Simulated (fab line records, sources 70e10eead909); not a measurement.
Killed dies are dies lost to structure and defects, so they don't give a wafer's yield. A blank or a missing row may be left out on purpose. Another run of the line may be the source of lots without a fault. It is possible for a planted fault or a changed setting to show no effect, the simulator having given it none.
Matching of chambers ; flow nand harc ; rie diel-13 running NHARC_P_ZERO_WELL_DESCUM_26: 4 sister chambers
The step chemistry O2, time 3 s. 4 wafers are shown with their chamber, then 8 later ones without.

## EACH WAFER AND ITS CHAMBER
wafer;chamber;drypump motor current A (A)
L082.1;2;5.9
L083.2;3;6.6
L083.3;1;5.5
L084.1;0;5.9

## WAFERS WHOSE CHAMBER IS MISSING
wafer;drypump motor current A (A)
L084.3;5.9
L084.5;5.9
L086.1;5.5
L086.5;6.5
L086.6;5.9
L093.2;5.9
L093.3;5.5
L093.6;5.9

## EACH ONE'S CHAMBER
wafer;from the rows above;in truth
L084.3;can't be placed: 0 or 2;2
L084.5;can't be placed: 0 or 2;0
L086.1;1;1
L086.5;3;3
L086.6;can't be placed: 0 or 2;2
L093.2;can't be placed: 0 or 2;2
L093.3;1;1
L093.6;can't be placed: 0 or 2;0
Correct placement for 3 of the 8. Not placeable from these rows: 5 (in 5, the candidates include the true chamber). Wrongly placed: 0.
How it was worked out, from the rows above alone: a wafer's distance from a chamber is the root of the sum, over the readings, of the square of ((its reading less the chamber's mean) divided by the reading's scatter). The wafer belongs to the nearest chamber; if the next one is less than 2 further off, it can't be placed. A chamber's mean is the mean of its shown wafers. The scatter (one wafer shown for each chamber): square how far every hidden wafer sits from the nearest shown wafer, average those squares and take the square root.
